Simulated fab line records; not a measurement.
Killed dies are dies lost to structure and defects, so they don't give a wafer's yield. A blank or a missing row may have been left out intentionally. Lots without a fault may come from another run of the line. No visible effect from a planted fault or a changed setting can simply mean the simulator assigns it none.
The tool behind it: which one? | flow nandHarc | 39 wafers from 13 lots sampled at 5 of the route's 1302 steps

WHAT EACH GAUGE READ, for each wafer
NHARC_END_SORT_01.
lot  | measured     | on        | killedAtArray | killedAtOther | killedAtPeriphery | killedDies  | killedOpen | killedShort
L489 | day 27 22:22 | prober-02 | 674 674 673   | 0 0 0         | 3 3 4             | 677 677 677 | 2 2 3      | 2 1 2
L490 | day 29 02:28 | prober-01 | 674 673 667   | 1 0 1         | 2 4 9             | 677 677 677 | 2 4 10     | 3 2 1
L492 | day 29 17:34 | prober-02 | 673 671 669   | 0 2 3         | 4 4 5             | 677 677 677 | 0 4 5      | 3 3 4

WHICH TOOL RAN EACH LOT (tool, then ch and the chambers of the sampled wafers, then the start)
lot  | NHARC_A_STAIRCASE_DEP_156       | NHARC_A_STAIRCASE_ETCH_13         | NHARC_A_STAIRCASE_TRIM_16                    | NHARC_A_STAIRCASE_ETCH_17
L481 | pecvd-03 ch 1,2, day 15 10:31   | rieDiel-04 ch 0,2,3, day 15 13:26 | rieDiel-04 ch 1,3, no start                  | rieDiel-04 ch 1,2, no start
L483 | pecvd-04 ch 0,1,2, day 17 02:31 | rieDiel-13 ch 0,1, day 17 05:35   | rieDiel-13 ch 0,3, no start                  | rieDiel-13 ch 0,3, no start
L484 | pecvd-01 ch 0,1,2, day 17 11:16 | rieDiel-04 ch 0,1,3, day 17 14:22 | rieDiel-04 ch 0,1,3, no start                | rieDiel-04 ch 1,2,3, no start
L485 | pecvd-01 ch 0,1, day 17 22:10   | rieDiel-13 ch 0,1, day 18 01:17   | rieDiel-13 ch 1,2,3, no start                | rieDiel-13 ch 0,1,3, no start
L486 | pecvd-04 ch 0,1,2, day 17 22:20 | rieDiel-13 ch 0,3, day 18 04:35   | rieDiel-13 ch 1,2, no start                  | rieDiel-13 ch 2,3, no start
L489 | pecvd-01 ch 0,1, day 19 14:43   | rieDiel-13 ch 0,1,3, day 19 17:40 | rieDiel-13 ch 0,2,3, day 27 22:22 or earlier | rieDiel-13 ch 1,2,3, day 27 22:22 or earlier
L490 | pecvd-01 ch 0,1,2, day 20 04:16 | rieDiel-13 ch 0,2,3, day 20 07:05 | rieDiel-13 ch 1,2, day 29 02:28 or earlier   | rieDiel-13 ch 2,3, day 29 02:28 or earlier
L492 | pecvd-01 ch 0,1, day 20 14:33   | rieDiel-13 ch 0,1,3, day 20 18:06 | rieDiel-13 ch 0,1, day 29 17:34 or earlier   | rieDiel-13 ch 0,2, day 29 17:34 or earlier
L499 | pecvd-01 ch 0,1, day 23 07:01   | rieDiel-13 ch 0,2, day 23 09:55   | rieDiel-13 ch 1,2, no start                  | rieDiel-13 ch 0,2,3, no start
L500 | pecvd-04 ch 0,2, day 24 02:06   | rieDiel-13 ch 0,1,3, day 24 05:10 | rieDiel-13 ch 0,3, no start                  | rieDiel-13 ch 1,2,3, no start
L501 | pecvd-03 ch 0,1, day 24 18:21   | rieDiel-13 ch 2,3, day 24 21:59   | rieDiel-13 ch 0,1,2, no start                | rieDiel-13 ch 0,1, no start
L502 | pecvd-01 ch 0,1, day 24 18:22   | rieDiel-04 ch 1,2,3, day 24 21:23 | rieDiel-04 ch 1,2,3, no start                | rieDiel-04 ch 0,1,2, no start
L503 | pecvd-04 ch 0,2, day 24 22:41   | rieDiel-13 ch 0,2, day 25 01:55   | rieDiel-13 ch 2,3, no start                  | rieDiel-13 ch 0,1,2, no start
- NHARC_A_STAIRCASE_DEP_156: deposits SiNx, target thk 50 nm.
- NHARC_A_STAIRCASE_ETCH_13: etches the open film in C4F8/O2, target depth 100 nm, time 40.5 s.
- NHARC_A_STAIRCASE_TRIM_16: chemistry O2, time 211.2 s.
- NHARC_A_STAIRCASE_ETCH_17: etches the open film in C4F8/O2, target depth 100 nm, time 40.5 s.

AS READ BY THE TOOLS THEMSELVES (means over the sampled wafers that have a number; for cases with no such wafer, the mark the record gives instead)
NHARC_A_STAIRCASE_DEP_156.
lot  | tool     | heaterPowerOuterW (W) | heaterPowerW (W)
L481 | pecvd-03 | 469                   | 757
L483 | pecvd-04 | 394                   | 658
L484 | pecvd-01 | 361                   | 656
L485 | pecvd-01 | 425                   | 707
L486 | pecvd-04 | 379                   | 640
L489 | pecvd-01 | 434                   | 737
L490 | pecvd-01 | 429                   | 738
L492 | pecvd-01 | 359                   | 629
L499 | pecvd-01 | 392                   | 699
L500 | pecvd-04 | 376                   | 641
L501 | pecvd-03 | 510                   | 807
L502 | pecvd-01 | 374                   | 662
L503 | pecvd-04 | 405                   | 662

NHARC_A_STAIRCASE_ETCH_13.
lot  | tool       | oesProductAu (a.u.) | rfFwdPowerW (W) | rfVppV (V)
L481 | rieDiel-04 | 0.957               | 590.5           | 898
L483 | rieDiel-13 | 0.957               | 588.9           | 902
L484 | rieDiel-04 | 0.934               | 591.7           | 900
L485 | rieDiel-13 | 0.954               | 592.9           | 902
L486 | rieDiel-13 | 0.925               | 592.1           | 895
L489 | rieDiel-13 | 0.719               | 353.4           | 899
L490 | rieDiel-13 | 0.722               | 349.4           | 894
L492 | rieDiel-13 | 0.707               | 352.9           | 898
L499 | rieDiel-13 | 0.955               | 591.1           | 894
L500 | rieDiel-13 | 0.941               | 593.3           | 898
L501 | rieDiel-13 | 0.926               | 590.2           | 890
L502 | rieDiel-04 | 0.965               | 590.1           | 898
L503 | rieDiel-13 | 0.933               | 589.1           | 890

NHARC_A_STAIRCASE_TRIM_16.
lot  | tool       | drypumpMotorCurrentA (A) | oesProductAu (a.u.) | rfVppV (V) | showerheadPlenumPTorr (Torr) | throttleValvePct (%)
L481 | rieDiel-04 | 5.8                      | 1.006               | 57.8       | 3.66                         | 17.030
L483 | rieDiel-13 | 5.8                      | 0.983               | 57.1       | 3.52                         | 17.044
L484 | rieDiel-04 | 5.8                      | 1.009               | 58.4       | 3.64                         | 17.038
L485 | rieDiel-13 | 5.8                      | 0.990               | 57.5       | 3.55                         | 17.042
L486 | rieDiel-13 | 5.4                      | 1.005               | 57.4       | 3.50                         | 17.033
L489 | rieDiel-13 | 5.4                      | 1.004               | 58.1       | 3.46                         | 17.029
L490 | rieDiel-13 | 5.4                      | 1.003               | 57.1       | 3.49                         | 17.032
L492 | rieDiel-13 | 6.1                      | 0.993               | 57.7       | 3.67                         | 17.040
L499 | rieDiel-13 | 6.0                      | 1.007               | 57.4       | 3.61                         | 17.039
L500 | rieDiel-13 | 5.6                      | 0.996               | 57.5       | 3.49                         | 17.031
L501 | rieDiel-13 | 5.6                      | 1.000               | 57.7       | 3.52                         | 17.038
L502 | rieDiel-04 | 5.5                      | 1.008               | 58.4       | 3.59                         | 17.036
L503 | rieDiel-13 | 5.3                      | 0.992               | 57.4       | 3.39                         | 17.033

NHARC_A_STAIRCASE_ETCH_17.
lot  | tool       | oesProductAu (a.u.) | rfFwdPowerW (W) | rfVppV (V)
L481 | rieDiel-04 | 0.930               | 588.3           | 898
L483 | rieDiel-13 | 0.932               | 591.9           | 896
L484 | rieDiel-04 | 0.956               | 591.5           | 900
L485 | rieDiel-13 | 0.927               | 591.7           | 899
L486 | rieDiel-13 | 0.951               | 591.3           | 893
L489 | rieDiel-13 | 0.948               | 590.4           | 897
L490 | rieDiel-13 | 0.947               | 589.6           | 892
L492 | rieDiel-13 | 0.947               | 591.2           | 894
L499 | rieDiel-13 | 0.937               | 590.0           | 893
L500 | rieDiel-13 | 0.951               | 590.8           | 896
L501 | rieDiel-13 | 0.943               | 592.5           | 900
L502 | rieDiel-04 | 0.963               | 590.7           | 897
L503 | rieDiel-13 | 0.944               | 590.2           | 895

THE ANSWER, worked out from the rows above alone
Rule: the lots themselves supply what counts as usual. The widest of any qualifying gaps counts: lots, ordered by their means at a reading, are off when they make up no more than a third of the lots, leave a main group of 4 or more, and stand apart from it by 3 or more times the standard deviation of that group's means. The tables above print the reading to a certain number of digits; a main group whose means all agree to those digits is not used. Also off: a lot with no number at a reading for which 4 or more lots have one. All remaining lots with rows at the step are treated as sound. After the gauges, taken in route order, come the tools' own readings; for these a lot's mean is taken, as printed above. The first step at which some lot is off is used, and at that step the reading that is off furthest; a lot without a number counts as furthest.
Off, at NHARC_A_STAIRCASE_ETCH_13 on rfFwdPowerW: L489, L490, L492. The main group has a mean of 591.0 W with a standard deviation of 1.4.
If a tool, at that step or one of the process steps before it, ran each lot that is off and ran no sound lot following the first of them, it fits. Of those tried, none fits.

WHAT HAD BEEN PUT IN BY THE SIMULATOR
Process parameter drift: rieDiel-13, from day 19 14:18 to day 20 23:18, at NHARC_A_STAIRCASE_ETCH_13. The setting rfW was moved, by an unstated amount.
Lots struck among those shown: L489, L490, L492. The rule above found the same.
